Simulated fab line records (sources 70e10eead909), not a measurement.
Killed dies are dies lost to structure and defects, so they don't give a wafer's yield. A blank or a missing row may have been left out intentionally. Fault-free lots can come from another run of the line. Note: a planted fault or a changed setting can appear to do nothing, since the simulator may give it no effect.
fab line records | flow nand_harc
[record] lots = 13 | wafers = 39 | last_day = 33
route steps=1302 shown P_M0@273 P_M1@292 END@1302
lots untouched by any fault: they come from a run of this same line in which no faults occurred
start_h: start of the lot's first displayed wafer, in hours after the record's first day | wait_h: how many hours have passed since the lot's step before this one | " as in the row above | L1.1+2: a single row standing in for several wafers | - either no value or no given start | * or withheld: withheld | < > ~ a bound
route shown NAME@n: names a module that has steps shown in the file, with the first one's number in the route | usual: mean/standard deviation taken from wafers without a fault | same: alike in all rows | chamber/n: place in a boat | sites: the reading at each site | _std_site: how widely they spread, as a standard deviation | _edge_site: outer sites' mean less inner sites' | radius_mm: how far each site lies from the wafer's centre | mask NAME#n: copy n | behind: the most recent tool/chamber to have shaped the wafer | hold: why the lot was held/for how many hours/how that ended | device: which transistor (n, p or np) failed to switch | end of line: tests of these same wafers at the route's end | a step without rows: its recipe alone | killed: dies that structure and defects cost at the first sort, which is not the same as the wafer's yield | map: dies across one wafer; x = killed, . = not, _ = none there
set.NAME: the run value of the setting; set.NAME@STEP: its run value at that earlier step | model.NAME: the simulator's own value behind a step, which no gauge read
steps of the route over a sample of lots; a table a step, a row a wafer
services: the hour from which a tool's chamber was out of use, counted from the record's first day as start_h (under 0 if before that day), plus the number of hours and why
[[steps]]
[step NHARC_P_M0_PRE_CLEAN_29]
[recipe] time_s = 30 | temp_c = 280 | gas = H2/He
[usual] heater_power_w = 413/42
lot.wafer | tool           | chamber | start_h | wait_h | heater_power_w
L260.4    | pvd_sputter-03 | -       | -       | -      | 444
L260.3    | "              | -       | "       | "      | 382
L260.1    | "              | -       | "       | "      | 371
L262.2    | pvd_sputter-01 | -       | -       | -      | 341
L262.5    | "              | -       | "       | "      | 400
L262.6    | "              | -       | "       | "      | 352
L263.2    | pvd_sputter-01 | -       | -       | -      | 346
L263.3    | "              | -       | "       | "      | 395
L263.5    | "              | -       | "       | "      | 395
L264.4    | pvd_sputter-03 | -       | -       | -      | 388
L264.3    | "              | -       | "       | "      | 365
L264.6    | "              | -       | "       | "      | 398
L265.3    | pvd_sputter-02 | -       | -       | -      | 443
L265.2    | "              | -       | "       | "      | 415
L265.5    | "              | -       | "       | "      | 419
L266.3    | pvd_sputter-02 | -       | -       | -      | 448
L266.1    | "              | -       | "       | "      | 490
L266.6    | "              | -       | "       | "      | 453
L267.2    | pvd_sputter-01 | -       | -       | -      | 401
L267.1    | "              | -       | "       | "      | 390
L267.5    | "              | -       | "       | "      | 395
L274.3    | pvd_sputter-02 | -       | -       | -      | 411
L274.4    | "              | -       | "       | "      | 493
L274.5    | "              | -       | "       | "      | 438
L275.1    | pvd_sputter-01 | -       | -       | -      | 448
L275.3    | "              | -       | "       | "      | 406
L275.5    | "              | -       | "       | "      | 413
L276.1    | pvd_sputter-03 | -       | -       | -      | 340
L276.4    | "              | -       | "       | "      | 441
L276.5    | "              | -       | "       | "      | 371
L279.4    | pvd_sputter-02 | -       | -       | -      | 449
L279.1    | "              | -       | "       | "      | 435
L279.5    | "              | -       | "       | "      | 429
L281.2    | pvd_sputter-03 | -       | -       | -      | 400
L281.3    | "              | -       | "       | "      | 456
L281.6    | "              | -       | "       | "      | 398
L282.1    | pvd_sputter-01 | -       | -       | -      | 438
L282.5    | "              | -       | "       | "      | 460
L282.6    | "              | -       | "       | "      | 408
[step NHARC_P_M0_PVD_21]
[recipe] target_thk_a = 300 | chamber_pressure_pa = 5 | power_w = 5000 | substrate_temp_c = 30 | time_s = 20.49 | material = Cu
[usual] throttle_valve_pct = 29.8/1.3
lot.wafer | tool           | chamber | start_h | wait_h | throttle_valve_pct
L260.4    | pvd_sputter-03 | -       | -       | -      | 28.4
L260.3    | "              | -       | "       | "      | 28.4
L260.1    | "              | -       | "       | "      | 32.5
L262.2    | pvd_sputter-01 | -       | -       | -      | 30.2
L262.5    | "              | -       | "       | "      | 29.3
L262.6    | "              | -       | "       | "      | 30.1
L263.2    | pvd_sputter-01 | -       | -       | -      | 29.2
L263.3    | "              | -       | "       | "      | 29.4
L263.5    | "              | -       | "       | "      | 29.3
L264.4    | pvd_sputter-03 | -       | -       | -      | 28.5
L264.3    | "              | -       | "       | "      | 28.5
L264.6    | "              | -       | "       | "      | 28.6
L265.3    | pvd_sputter-02 | -       | -       | -      | 30.8
L265.2    | "              | -       | "       | "      | 28.1
L265.5    | "              | -       | "       | "      | 29.1
L266.1    | pvd_sputter-02 | -       | -       | -      | 30.8
L266.3    | "              | -       | "       | "      | 29.3
L266.6    | "              | -       | "       | "      | 28.8
L267.1    | pvd_sputter-01 | -       | -       | -      | 29.3
L267.2    | "              | -       | "       | "      | 30.0
L267.5    | "              | -       | "       | "      | 29.6
L274.4    | pvd_sputter-02 | -       | -       | -      | 27.8
L274.3    | "              | -       | "       | "      | 30.4
L274.5    | "              | -       | "       | "      | 27.9
L275.3    | pvd_sputter-01 | -       | -       | -      | 28.9
L275.1    | "              | -       | "       | "      | 28.9
L275.5    | "              | -       | "       | "      | 28.9
L276.4    | pvd_sputter-03 | -       | -       | -      | 28.6
L276.1    | "              | -       | "       | "      | 29.1
L276.5    | "              | -       | "       | "      | 33.1
L279.4    | pvd_sputter-02 | -       | -       | -      | 28.1
L279.1    | "              | -       | "       | "      | 31.7
L279.5    | "              | -       | "       | "      | 28.1
L281.3    | pvd_sputter-03 | -       | -       | -      | 29.1
L281.2    | "              | -       | "       | "      | 33.1
L281.6    | "              | -       | "       | "      | 29.1
L282.1    | pvd_sputter-01 | -       | -       | -      | 30.7
L282.5    | "              | -       | "       | "      | 28.7
L282.6    | "              | -       | "       | "      | 28.6
[step NHARC_P_M0_ANNEAL_30]
[recipe] temp_c = 225 | time_s = 90
[usual] wafer_temp_C_max = 226.3/0.3
lot.wafer | tool          | chamber | start_h | wait_h | wafer_temp_C_max
L260.1    | rtp_anneal-01 | 0       | 130.08  | 0.4    | 226.7
L260.3    | "             | 0       | "       | "      | 226.6
L260.4    | "             | 0       | "       | "      | 226.7
L262.2    | rtp_anneal-02 | 0       | 141.12  | -      | 226.1
L262.5    | "             | 0       | "       | "      | 226.4
L262.6    | "             | 0       | "       | "      | 225.9
L263.2    | rtp_anneal-01 | 0       | 156.59  | 0.4    | 226.0
L263.3    | "             | 0       | "       | "      | 226.1
L263.5    | "             | 0       | "       | "      | 226.0
L264.3    | rtp_anneal-02 | 0       | 167.32  | 0.4    | 226.3
L264.4    | "             | 0       | "       | "      | 226.0
L264.6    | "             | 0       | "       | "      | 226.0
L265.2    | rtp_anneal-02 | 0       | 172.07  | 0.4    | 225.9
L265.3    | "             | 0       | "       | "      | 226.5
L265.5    | "             | 0       | "       | "      | 226.2
L266.1    | rtp_anneal-02 | 0       | 186.08  | 0.3    | 226.2
L266.3    | "             | 0       | "       | "      | 226.5
L266.6    | "             | 0       | "       | "      | 226.7
L267.1    | rtp_anneal-02 | 0       | 191.86  | -      | 225.9
L267.2    | "             | 0       | "       | "      | 226.2
L267.5    | "             | 0       | "       | "      | 226.1
L274.3    | rtp_anneal-01 | 0       | 268.20  | -      | 226.1
L274.4    | "             | 0       | "       | "      | 226.1
L274.5    | "             | 0       | "       | "      | 226.5
L275.1    | rtp_anneal-01 | 0       | 270.81  | 0.3    | 226.4
L275.3    | "             | 0       | "       | "      | 226.7
L275.5    | "             | 0       | "       | "      | 226.2
L276.1    | rtp_anneal-01 | 0       | 279.50  | -      | 226.2
L276.4    | "             | 0       | "       | "      | 226.3
L276.5    | "             | 0       | "       | "      | 226.6
L279.1    | rtp_anneal-01 | 0       | 316.32  | -      | 226.2
L279.4    | "             | 0       | "       | "      | 226.1
L279.5    | "             | 0       | "       | "      | 226.2
L281.2    | rtp_anneal-01 | 0       | 332.01  | 0.5    | 226.1
L281.3    | "             | 0       | "       | "      | 226.2
L281.6    | "             | 0       | "       | "      | 226.6
L282.1    | rtp_anneal-01 | 0       | 349.94  | -      | 226.6
L282.5    | "             | 0       | "       | "      | 226.7
L282.6    | "             | 0       | "       | "      | 226.4
[step NHARC_P_M1_EXPOSE_06]
[recipe] na = 1.35 | target_cd_nm = 130 | dose_mj = 81.88 | mask_id = P_M1
[usual] exposure_dose_mJ_cm2 = 81.80/0.096 | focus_offset_nm = 0.1/0.48 | reticle_temp_C = 23.01/0.11
lot.wafer | tool            | chamber | start_h | wait_h | mask   | exposure_dose_mJ_cm2 | focus_offset_nm | reticle_temp_C
L260.1    | arfi_scanner-03 | 0       | 132.15  | -      | P_M1#0 | 81.67                | -1.1            | 22.82
L260.3    | "               | 0       | "       | "      | P_M1#0 | 81.67                | 0.0             | 22.93
L260.4    | "               | 0       | "       | "      | P_M1#0 | 81.73                | 0.6             | 22.95
L262.2    | arfi_scanner-01 | 0       | 143.14  | -      | P_M1#0 | 81.87                | 0.4             | 22.82
L262.5    | "               | 0       | "       | "      | P_M1#0 | 81.75                | 0.2             | 23.02
L262.6    | "               | 0       | "       | "      | P_M1#0 | 81.82                | 1.5             | 23.06
L263.2    | arfi_scanner-01 | 0       | 158.62  | -      | P_M1#0 | 81.92                | 0.1             | 22.83
L263.3    | "               | 0       | "       | "      | P_M1#0 | 81.88                | -0.4            | 22.87
L263.5    | "               | 0       | "       | "      | P_M1#0 | 81.93                | 0.4             | 23.02
L264.3    | arfi_scanner-02 | 0       | 169.29  | -      | P_M1#0 | 81.70                | -0.2            | 22.99
L264.4    | "               | 0       | "       | "      | P_M1#0 | 81.69                | 0.0             | 23.06
L264.6    | "               | 0       | "       | "      | P_M1#0 | 81.89                | 0.2             | 23.01
L265.2    | arfi_scanner-03 | 0       | 174.10  | -      | P_M1#0 | 81.78                | 1.0             | 22.93
L265.3    | "               | 0       | "       | "      | P_M1#0 | 81.75                | 1.0             | 22.94
L265.5    | "               | 0       | "       | "      | P_M1#0 | 81.74                | 0.9             | 23.09
L266.1    | arfi_scanner-02 | 0       | 188.36  | -      | P_M1#0 | 81.80                | 0.1             | 23.18
L266.3    | "               | 0       | "       | "      | P_M1#0 | 81.89                | -0.5            | 23.13
L266.6    | "               | 0       | "       | "      | P_M1#0 | 81.85                | 0.4             | 23.08
L267.1    | arfi_scanner-02 | 0       | 193.80  | -      | P_M1#0 | 80.67                | 0.3             | 23.04
L267.2    | "               | 0       | "       | "      | P_M1#0 | 80.58                | 0.2             | 22.98
L267.5    | "               | 0       | "       | "      | P_M1#0 | 80.66                | -0.2            | 22.98
L274.3    | arfi_scanner-02 | 0       | 270.19  | -      | P_M1#0 | 80.83                | 0.4             | 22.90
L274.4    | "               | 0       | "       | "      | P_M1#0 | 80.82                | 0.0             | 23.05
L274.5    | "               | 0       | "       | "      | P_M1#0 | 80.84                | 0.2             | 22.78
L275.1    | arfi_scanner-02 | 0       | 272.76  | -      | P_M1#0 | 80.95                | -0.3            | 23.15
L275.3    | "               | 0       | "       | "      | P_M1#0 | 81.11                | 0.1             | 23.02
L275.5    | "               | 0       | "       | "      | P_M1#0 | 81.10                | -0.5            | 23.10
L276.1    | arfi_scanner-03 | 0       | 281.58  | -      | P_M1#0 | 81.62                | 0.2             | 23.08
L276.4    | "               | 0       | "       | "      | P_M1#0 | 81.58                | -0.1            | 22.96
L276.5    | "               | 0       | "       | "      | P_M1#0 | 81.73                | 0.3             | 23.01
L279.1    | arfi_scanner-01 | 0       | 318.53  | -      | P_M1#0 | 81.93                | 0.3             | 23.05
L279.4    | "               | 0       | "       | "      | P_M1#0 | 81.83                | 0.1             | 23.14
L279.5    | "               | 0       | "       | "      | P_M1#0 | 81.86                | 1.0             | 23.01
L281.2    | arfi_scanner-03 | 0       | 334.03  | -      | P_M1#0 | 81.65                | -0.2            | 22.92
L281.3    | "               | 0       | "       | "      | P_M1#0 | 81.49                | 0.8             | 23.05
L281.6    | "               | 0       | "       | "      | P_M1#0 | 81.73                | -0.3            | 23.11
L282.1    | arfi_scanner-01 | 0       | 352.05  | -      | P_M1#0 | 81.76                | -0.5            | 22.93
L282.5    | "               | 0       | "       | "      | P_M1#0 | 81.74                | -0.1            | 22.88
L282.6    | "               | 0       | "       | "      | P_M1#0 | 81.81                | 0.1             | 23.02
[step NHARC_END_SORT_01]
[recipe] temp_c = 25
[usual] defect_limited_yield = 90/3.1 | killed_at_array = 62/20 | killed_at_other = 0.8/1.1 | killed_at_periphery = 3.5/2.4 | killed_dies = 66/21 | killed_open = 3.5/1.9 | killed_short = 2.5/1.7
[same] gross_dies = 677
lot.wafer | tool      | chamber | start_h | wait_h | defect_limited_yield[%] | killed_at_array | killed_at_other | killed_at_periphery | killed_dies | killed_open | killed_short
L265.2    | prober-02 | 0       | 600.55  | 2.8    | 92                      | 47              | 1               | 4                   | 52          | 6           | 2
L265.3    | prober-02 | 0       | 601.34  | 3.1    | 92                      | 51              | 2               | 4                   | 57          | 4           | 3
L265.5    | prober-02 | 0       | 602.91  | 3.6    | 93                      | 44              | 1               | 1                   | 46          | 2           | 6
L267.1    | prober-02 | 0       | 634.05  | 2.5    | 86                      | 93              | 0               | 0                   | 93          | 7           | 7
L267.2    | prober-02 | 0       | 634.85  | 2.8    | 88                      | 79              | 0               | 0                   | 79          | 4           | 4
L267.5    | prober-02 | 0       | 637.26  | 3.7    | 87                      | 86              | 0               | 2                   | 88          | 5           | 3
L275.1    | prober-02 | 0       | 705.18  | 2.5    | 85                      | 98              | 0               | 4                   | 102         | 6           | 2
L275.3    | prober-02 | 0       | 706.77  | 3.1    | 83                      | 110             | 1               | 2                   | 113         | 3           | 0
L275.5    | prober-02 | 0       | 708.37  | 3.7    | 86                      | 90              | 0               | 3                   | 93          | 4           | 4
L274.3    | prober-01 | 0       | 706.78  | 3.1    | 96                      | 25              | 0               | 3                   | 28          | 4           | 4
L274.4    | prober-01 | 0       | 707.58  | 3.4    | 97                      | 21              | 0               | 1                   | 22          | 1           | 2
L274.5    | prober-01 | 0       | 708.38  | 3.7    | 96                      | 21              | 0               | 6                   | 27          | 2           | 4
L276.1    | prober-01 | 0       | 720.55  | 2.5    | 93                      | 43              | 0               | 7                   | 50          | 1           | 2
L276.4    | prober-01 | 0       | 722.94  | 3.4    | 91                      | 51              | 0               | 9                   | 60          | 5           | 2
L276.5    | prober-01 | 0       | 723.74  | 3.7    | 92                      | 43              | 2               | 7                   | 52          | 4           | 2
L281.2    | prober-01 | 0       | 772.69  | 2.8    | 91                      | 58              | 0               | 2                   | 60          | 3           | 1
L281.3    | prober-01 | 0       | 773.49  | 3.1    | 92                      | 49              | 0               | 3                   | 52          | 3           | 2
L281.6    | prober-01 | 0       | 775.89  | 4.0    | 89                      | 68              | 0               | 6                   | 74          | 6           | 4
// killed by level:class
L265.2 A_CHANNEL_HOLE_D2:chamber_film_flake=33 A_CHANNEL_HOLE_D1:chamber_film_flake=3 A_ONON_D1:geometric_particle:open=2 P_GATE:chamber_film_flake=2 A_STAIRCASE:chamber_film_flake=2 P_CONTACT:geometric_particle:open=1 P_M0:geometric_particle:open=1 A_SOURCE_PLATE:geometric_particle:open=1
L265.3 A_CHANNEL_HOLE_D2:chamber_film_flake=35 A_CONTACT:chamber_film_flake=5 A_CHANNEL_HOLE_D1:chamber_film_flake=3 A_CHANNEL_FILL_D2:geometric_particle:open=2 P_GATE:chamber_film_flake=2 A_STAIRCASE:chamber_film_flake=2 P_GATE:geometric_particle:open=1 P_CONTACT:geometric_particle:short=1
L265.5 A_CHANNEL_HOLE_D2:chamber_film_flake=29 A_CONTACT:chamber_film_flake=3 A_CHANNEL_HOLE_D1:chamber_film_flake=2 P_CONTACT:geometric_particle:open=1 A_ONON_D1:geometric_particle:short=1 A_ONON_D1:geometric_particle:open=1 A_CHANNEL_HOLE_D2:geometric_particle:short=1 A_WL_FILL:geometric_particle:short=1
L267.1 A_CHANNEL_HOLE_D1:chamber_film_flake=28 A_SLIT:chamber_film_flake=28 A_CHANNEL_HOLE_D2:chamber_film_flake=11 A_STAIRCASE:chamber_film_flake=5 A_CHANNEL_FILL_D2:chamber_film_flake=4 A_M0:geometric_particle:open=3 A_ONON_D1:geometric_particle:open=2 A_ONON_D1:geometric_particle:short=2
L267.2 A_SLIT:chamber_film_flake=26 A_CHANNEL_HOLE_D1:chamber_film_flake=25 A_CHANNEL_HOLE_D2:chamber_film_flake=9 A_STAIRCASE:chamber_film_flake=5 A_CHANNEL_FILL_D2:chamber_film_flake=4 A_CHANNEL_FILL_D1:geometric_particle:short=1 A_DECK1_JOINT:geometric_particle:short=1 A_DECK1_JOINT:geometric_particle:open=1
L267.5 A_CHANNEL_HOLE_D1:chamber_film_flake=33 A_SLIT:chamber_film_flake=29 A_CHANNEL_HOLE_D2:chamber_film_flake=9 A_STAIRCASE:chamber_film_flake=4 P_M0:geometric_particle:open=1 A_ONON_D1:geometric_particle:short=1 A_ONON_D2:geometric_particle:open=1 A_CHANNEL_FILL_D2:geometric_particle:short=1
L275.1 A_CHANNEL_HOLE_D1:chamber_film_flake=32 A_CHANNEL_HOLE_D2:chamber_film_flake=26 A_SLIT:chamber_film_flake=25 A_DECK1_JOINT:chamber_film_flake=4 A_BONDPAD:chamber_film_flake=3 A_CONTACT:chamber_film_flake=3 P_CONTACT:geometric_particle:open=2 A_M0:geometric_particle:open=2
L275.3 A_SLIT:chamber_film_flake=36 A_CHANNEL_HOLE_D1:chamber_film_flake=35 A_CHANNEL_HOLE_D2:chamber_film_flake=26 A_CONTACT:chamber_film_flake=6 A_BONDPAD:chamber_film_flake=3 A_BLC:geometric_particle:open=2 P_M0:geometric_particle:open=1 P_M2:chamber_film_flake=1
L274.3 A_CHANNEL_HOLE_D1:chamber_film_flake=8 A_CONTACT:chamber_film_flake=4 A_ONON_D1:geometric_particle:short=2 A_DECK1_JOINT:geometric_particle:open=2 P_BONDPAD:chamber_film_flake=2 A_SLIT:chamber_film_flake=2 A_WL_FILL:chamber_film_flake=2 P_M2:geometric_particle:short=1
L274.4 A_CHANNEL_HOLE_D1:chamber_film_flake=5 A_CONTACT:chamber_film_flake=5 A_WL_FILL:chamber_film_flake=4 A_SLIT:chamber_film_flake=3 P_M2:geometric_particle:short=1 A_WL_FILL:geometric_particle:open=1 A_WL_FILL:geometric_particle:short=1 A_CHANNEL_FILL_D1:chamber_film_flake=1
L275.5 A_SLIT:chamber_film_flake=32 A_CHANNEL_HOLE_D1:chamber_film_flake=22 A_CHANNEL_HOLE_D2:chamber_film_flake=21 A_CONTACT:chamber_film_flake=3 A_BONDPAD:chamber_film_flake=3 A_M1:geometric_particle:open=2 P_M2:chamber_film_flake=2 P_CONTACT:geometric_particle:short=1
L274.5 A_CHANNEL_HOLE_D1:chamber_film_flake=5 A_SLIT:chamber_film_flake=4 A_CONTACT:chamber_film_flake=3 P_BONDPAD:chamber_film_flake=2 A_CHANNEL_FILL_D1:chamber_film_flake=2 A_CHANNEL_HOLE_D2:chamber_film_flake=2 A_WL_FILL:chamber_film_flake=2 P_GATE:geometric_particle:short=1
L276.1 A_CHANNEL_HOLE_D1:chamber_film_flake=38 P_GATE:chamber_film_flake=3 P_ZERO_WELL:chamber_film_flake=2 P_M0:geometric_particle:short=1 A_CHANNEL_FILL_D1:geometric_particle:open=1 A_WL_FILL:geometric_particle:short=1 P_STI:chamber_film_flake=1 A_DECK1_JOINT:chamber_film_flake=1
L276.4 A_CHANNEL_HOLE_D1:chamber_film_flake=37 P_GATE:chamber_film_flake=8 A_SLIT:chamber_film_flake=3 A_CONTACT:chamber_film_flake=3 P_M2:geometric_particle:open=1 A_CHANNEL_FILL_D1:geometric_particle:open=1 A_DECK1_JOINT:geometric_particle:open=1 A_ONON_D2:geometric_particle:open=1
L276.5 A_CHANNEL_HOLE_D1:chamber_film_flake=30 A_CONTACT:chamber_film_flake=5 P_STI:chamber_film_flake=4 A_M0:geometric_particle:open=2 P_GATE:chamber_film_flake=2 A_DECK1_JOINT:chamber_film_flake=2 THIN_TSV:chamber_film_flake=2 P_M0:geometric_particle:open=1
L281.2 A_CHANNEL_HOLE_D2:chamber_film_flake=24 A_CHANNEL_HOLE_D1:chamber_film_flake=12 A_CONTACT:chamber_film_flake=8 A_SLIT:chamber_film_flake=5 A_STAIRCASE:chamber_film_flake=3 A_BONDPAD:chamber_film_flake=2 P_STI:geometric_particle:short=1 A_SOURCE_PLATE:geometric_particle:open=1
L281.3 A_CHANNEL_HOLE_D2:chamber_film_flake=22 A_CHANNEL_HOLE_D1:chamber_film_flake=8 A_SLIT:chamber_film_flake=7 A_BONDPAD:chamber_film_flake=3 P_M0:chamber_film_flake=2 A_CONTACT:chamber_film_flake=2 P_CONTACT:geometric_particle:short=1 A_CHANNEL_FILL_D1:geometric_particle:open=1
L281.6 A_CHANNEL_HOLE_D2:chamber_film_flake=24 A_CHANNEL_HOLE_D1:chamber_film_flake=22 A_SLIT:chamber_film_flake=6 A_STAIRCASE:chamber_film_flake=5 P_GATE:chamber_film_flake=2 A_CONTACT:chamber_film_flake=2 A_BONDPAD:chamber_film_flake=2 P_GATE:geometric_particle:short=1
[[services]]
tool            | chamber | start_h | hours | kind
arfi_scanner-01 | -       | 134.07  | 1.2   | repair
arfi_scanner-02 | -       | 140.01  | 4.0   | pm
arfi_scanner-02 | -       | 157.72  | 1.4   | repair
arfi_scanner-01 | 0       | 158.33  | -     | calibration
pvd_sputter-03  | -       | 170.00  | 10.0  | pm
arfi_scanner-01 | -       | 215.39  | 3.0   | repair
arfi_scanner-03 | -       | 220.11  | 4.0   | pm
arfi_scanner-02 | -       | 225.82  | 7.5   | repair
pvd_sputter-01  | -       | 226.00  | 10.0  | pm
arfi_scanner-03 | 0       | 229.74  | -     | calibration
arfi_scanner-01 | -       | 232.59  | 2.0   | repair
arfi_scanner-01 | -       | 252.00  | 4.0   | pm
arfi_scanner-02 | 0       | 263.83  | -     | calibration
arfi_scanner-02 | -       | 264.73  | 0.4   | repair
pvd_sputter-02  | -       | 282.03  | 10.0  | pm
pvd_sputter-01  | -       | 287.57  | 9.6   | repair
arfi_scanner-03 | -       | 291.86  | 4.0   | repair
arfi_scanner-03 | -       | 299.46  | 1.1   | repair
arfi_scanner-02 | -       | 312.01  | 4.0   | pm
pvd_sputter-03  | -       | 324.37  | 4.7   | repair
arfi_scanner-01 | 0       | 325.30  | -     | calibration
arfi_scanner-03 | -       | 334.71  | 5.2   | repair
pvd_sputter-03  | -       | 343.91  | 16.3  | repair
pvd_sputter-02  | -       | 351.94  | 1.3   | repair
[[key]]
[first_sign] step = NHARC_P_M1_EXPOSE_06 | reading = exposure_dose_mJ_cm2 | direction = down | sigmas = 10 | usual = 81.80 | struck = 80.84
effect none on later readings
met_at NHARC_P_M1_EXPOSE_06
struck_lots L267,L274,L275
[loop_trim] step = NHARC_P_M1_EXPOSE_06 | setting = dose | lots = L274,L275
not_acting_at NHARC_P_M0_PRE_CLEAN_29,NHARC_P_M0_PVD_21,NHARC_P_M0_ANNEAL_30
onset_between 188.36 193.80
[fault] kind = process_parameter_drift | tool = arfi_scanner-02 | chamber = - | onset_h = 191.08 | steps = NHARC_P_M1_EXPOSE_06 | channel = dose_mj | offset = -1.2228 | shape = step | acts_in = these_recipes_only | stated = 81.88
// loop_trim: a control loop set the setting to another value than it would have without faults
